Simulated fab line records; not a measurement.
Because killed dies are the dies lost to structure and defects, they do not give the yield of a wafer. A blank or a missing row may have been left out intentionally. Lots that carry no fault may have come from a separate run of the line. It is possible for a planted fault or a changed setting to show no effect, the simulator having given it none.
Matching of chambers | flow n5_finfet | 4 sister chambers for N5_BEOL_M0_ETCH_109 on rie_diel-01
The step etches SiCN in CH3F/O2, target depth 8 nm, overetch 2.4 nm, time 27.4 s. 4 wafers are shown with their chamber, then 11 later ones without.

WAFERS PAIRED WITH THEIR CHAMBERS
wafer  | chamber | drypump_motor_current_A (A)
L086.2 | 2       | 5.1
L090.2 | 1       | 5.8
L090.4 | 0       | 5.6
L093.4 | 3       | 6.5

WAFERS WITH NO CHAMBER GIVEN
wafer  | drypump_motor_current_A (A)
L093.5 | 5.1
L093.6 | 6.5
L094.2 | 6.5
L094.3 | 5.7
L094.4 | 5.6
L095.1 | 5.1
L095.4 | 6.5
L095.5 | 6.5
L096.1 | 5.8
L096.2 | 5.1
L096.6 | 5.7

WHICH CHAMBER EACH WENT THROUGH
wafer  | from the rows above     | in truth
L093.5 | 2                       | 2
L093.6 | 3                       | 3
L094.2 | 3                       | 3
L094.3 | can't be placed: 1 or 0 | 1
L094.4 | 0                       | 0
L095.1 | 2                       | 2
L095.4 | 3                       | 3
L095.5 | 3                       | 3
L096.1 | 1                       | 1
L096.2 | 2                       | 2
L096.6 | can't be placed: 1 or 0 | 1
Correct placement for 9 of the 11. Not placeable from these rows: 2 (in 2, the candidates include the true chamber). Number placed wrongly: 0.
How it was worked out, from the rows above alone: a wafer's distance from a chamber is the root of the sum, over the readings, of the square of ((its reading less the chamber's mean) divided by the reading's scatter). If the next closest chamber is less than 2 further off than the closest, the wafer can't be placed; otherwise it belongs to the closest. Each chamber's mean is taken over the wafers shown for it. The scatter: with one shown wafer a chamber, the root of the mean of the squares of how far each hidden wafer lies from its nearest shown one.
